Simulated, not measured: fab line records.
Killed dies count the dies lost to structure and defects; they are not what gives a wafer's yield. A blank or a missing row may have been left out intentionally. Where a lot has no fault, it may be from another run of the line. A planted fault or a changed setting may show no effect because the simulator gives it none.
Matching of chambers || flow n5_finfet || 4 sister chambers for N5_BEOL_M12_DESCUM_33 on rie_diel-03
The step chemistry O2, time 7.9 s. 4 wafers are shown with their chamber, then 7 later ones without.

## WAFERS PAIRED WITH THEIR CHAMBERS
{"wafer": "L090.5", "chamber": 1, "drypump_motor_current_A (A)": 6.6}
{"wafer": "L090.6", "chamber": 3, "drypump_motor_current_A (A)": 5.5}
{"wafer": "L091.1", "chamber": 0, "drypump_motor_current_A (A)": 5.4}
{"wafer": "L091.4", "chamber": 2, "drypump_motor_current_A (A)": 6.0}

## WAFERS WITH NO CHAMBER GIVEN
{"wafer": "L091.5", "drypump_motor_current_A (A)": 5.3}
{"wafer": "L093.1", "drypump_motor_current_A (A)": 5.5}
{"wafer": "L093.4", "drypump_motor_current_A (A)": 5.5}
{"wafer": "L093.6", "drypump_motor_current_A (A)": 6.6}
{"wafer": "L094.1", "drypump_motor_current_A (A)": 5.5}
{"wafer": "L094.2", "drypump_motor_current_A (A)": 6.0}
{"wafer": "L094.6", "drypump_motor_current_A (A)": 5.5}

## EACH ONE'S CHAMBER
{"wafer": "L091.5", "from the rows above": 0, "in truth": 0}
{"wafer": "L093.1", "from the rows above": 3, "in truth": 3}
{"wafer": "L093.4", "from the rows above": 3, "in truth": 3}
{"wafer": "L093.6", "from the rows above": 1, "in truth": 1}
{"wafer": "L094.1", "from the rows above": 3, "in truth": 3}
{"wafer": "L094.2", "from the rows above": 2, "in truth": 2}
{"wafer": "L094.6", "from the rows above": 3, "in truth": 3}
7 of 7 placed correctly. Not placeable from these rows: 0. Number placed wrongly: 0.
How it was worked out, from the rows above alone: a wafer's distance from a chamber is the root of the sum, over the readings, of the square of ((its reading less the chamber's mean) divided by the reading's scatter). The wafer belongs to the nearest chamber; if the next one is less than 2 further off, it can't be placed. The mean given for a chamber averages the wafers shown for that chamber. The scatter: root of mean squared gap, hidden wafer to nearest shown wafer, with one shown wafer a chamber.
